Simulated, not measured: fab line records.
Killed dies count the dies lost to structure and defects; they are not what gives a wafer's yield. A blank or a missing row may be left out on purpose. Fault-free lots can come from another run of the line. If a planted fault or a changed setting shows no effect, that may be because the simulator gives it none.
Struck lot and sound lot, side by side / flow nandHarc / 14 steps out of a route of 1159
Sound: wafers L207.1, L207.3, L207.6. Wafers struck: L201.1, L201.2, L201.4. Last of all comes the cause.
Each step with rows lists, per side, the tool, then ch with its chambers, then its first start. Under that, the readings that differ: sound wafers / struck wafers / difference of the means / sigmas: that difference in standard deviations of wafers without a fault.
alike: readings with means less than 2 such deviations apart, plus words and numbers identical on both sides. not compared: withheld readings, readings lacking a value on some wafer, bounds such as >300 that could conceal the same value, and numbers that have no deviation in the record and whose values overlap.
Wherever a step has rows on one side only, a row that says differs or no value, or a row with sigmas, the two part there. Numbers that don't overlap but have no deviation are shown without sigmas and don't part them. Lack of a reading on every wafer of one side parts them only where that side has two or more wafers.

first, 6 steps without rows for these wafers: NHARC_A_CONTACT_COAT_63 (resist thk 90 nm); NHARC_A_CONTACT_SOFTBAKE_64 (time 55 s); NHARC_A_CONTACT_EBR_65; NHARC_A_CONTACT_EXPOSE_66 (exposes mask A CC 2); NHARC_A_CONTACT_PEB_67 (peb time 65 s); NHARC_A_CONTACT_DEVELOP_68 (develop time 35 s).
NHARC_A_CONTACT_CD_MEAS_69: target cd 200 nm.
  sound on cdSem-03 ch 0, day 20 12:18; struck on cdSem-02 ch 0, day 19 19:52
  alike: cdNm
NHARC_A_CONTACT_OVL_MEAS_70:
  sound on overlay-02 at day 20 12:23; struck on overlay-02 at day 19 19:57
reading=overlayXNm (nm); sound=0.5 0.9 1.1; struck=-0.5 -1.0 -0.5; difference=-1.5; sigmas=-2
  alike: overlayYNm
NHARC_A_CONTACT_INSPECT_71:
  sound on defectInspect-01 at day 20 12:26; struck on defectInspect-01 at day 19 19:59
reading=rawDefectCount; sound=51 44 55; struck=15 18 20; difference=-32; sigmas=-2
NHARC_A_CONTACT_DESCUM_74: chemistry O2, time 3 s.
  sound on rieDiel-05 ch 0,1, day 20 12:29; struck on rieDiel-05 ch 0,1,2, day 19 20:03
  alike: drypumpMotorCurrentA, oesProductAu, rfVppV, showerheadPlenumPTorr, throttleValvePct
  not compared: rfHoursCounterH
NHARC_A_CONTACT_ETCH_75: etches the open film in CF4, target depth 39 nm, time 65 s.
  sound on rieDiel-05 ch 0,1, day 20 12:35; struck on rieDiel-05 ch 0,1,3, day 19 20:08
  alike: biasW, cf4FlowSccm, drypumpMotorCurrentA, oesProductAu, rfVppV, showerheadPlenumPTorr, throttleValvePct
  not compared: rfHoursCounterH
NHARC_A_CONTACT_ETCH_76: etches the open film in N2/H2, target depth 260 nm, time 475.3 s.
  sound: rieDiel-05 ch 0,3; struck: rieDiel-05 ch 1,2,3
  alike: biasW, chamberPressureMTorr, drypumpMotorCurrentA, oesProductAu, rfVppV, showerheadPlenumPTorr, throttleValvePct
  not compared: rfHoursCounterH
NHARC_A_CONTACT_ETCH_77: etches the open film in CF4/CHF3, target depth 72.6 nm, time 36.3 s.
  sound on rieDiel-05 ch 0,2,3, day 20 13:10; struck on rieDiel-05 ch 1,2,3, day 19 20:34
  no value came back on the struck wafers for any of 7 readings (biasW (W), cf4FlowSccm (sccm) and others); on the sound wafers biasW (W) reads 200.0 200.2 200.5
  not compared: rfHoursCounterH
NHARC_A_CONTACT_ETCH_78: etches the open film in O2/COS, target depth 2800 nm, time 728 s.
  sound: rieDiel-05 ch 1,2,3; struck: rieDiel-05 ch 0,2,3
  alike: biasW, chamberPressureMTorr, drypumpMotorCurrentA, oesProductAu, rfVppV, showerheadPlenumPTorr, throttleValvePct
  not compared: rfHoursCounterH

== WHERE THEY PART ==
First at NHARC_A_CONTACT_OVL_MEAS_70; last, within this record, at NHARC_A_CONTACT_ETCH_77. Later steps at which nothing parts them and some readings are alike: NHARC_A_CONTACT_ETCH_78.

WHY: what the simulator had put in
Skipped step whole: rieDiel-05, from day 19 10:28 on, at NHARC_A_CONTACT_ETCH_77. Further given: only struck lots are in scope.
